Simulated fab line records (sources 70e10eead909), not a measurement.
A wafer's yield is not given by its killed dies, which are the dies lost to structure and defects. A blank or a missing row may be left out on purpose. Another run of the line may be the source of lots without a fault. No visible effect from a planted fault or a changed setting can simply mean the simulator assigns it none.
Matching of chambers ; flow nand harc ; NHARC_A_CHANNEL_FILL_D1_ALD_02 on ald hk-01 has 4 sister chambers
The step deposits SiO2, target thk 6 nm, pulse time 10 s, ald cycles 60. 4 wafers are shown with their chamber, then 7 later ones without.

## WAFERS PAIRED WITH THEIR CHAMBERS
wafer;chamber;heater power w (W)
L305.6;1;502
L308.4;0;452
L310.2;2;431
L310.4;3;417

## WAFERS WITH NO CHAMBER GIVEN
wafer;heater power w (W)
L310.5;486
L322.2;432
L322.3;492
L322.4;494
L323.1;484
L323.2;436
L323.4;475

## CHAMBER TAKEN BY EACH
wafer;from the rows above;in truth
L310.5;can't be placed: 1 or 0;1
L322.2;can't be placed: 2 or 3 or 0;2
L322.3;1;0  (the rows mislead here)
L322.4;1;1
L323.1;can't be placed: 1 or 0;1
L323.2;can't be placed: 2 or 0 or 3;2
L323.4;can't be placed: 0 or 1 or 2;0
Correct placement for 1 of the 7. Unplaceable from these rows: 5, with the true chamber sitting among the candidates in 5. Number placed wrongly: 1.
How it was worked out, from the rows above alone: a wafer's distance from a chamber is the root of the sum, over the readings, of the square of ((its reading less the chamber's mean) divided by the reading's scatter). The wafer belongs to the nearest chamber; if the next one is less than 2 further off, it can't be placed. The mean given for a chamber averages the wafers shown for that chamber. The scatter: root of mean squared gap, hidden wafer to nearest shown wafer, with one shown wafer a chamber.
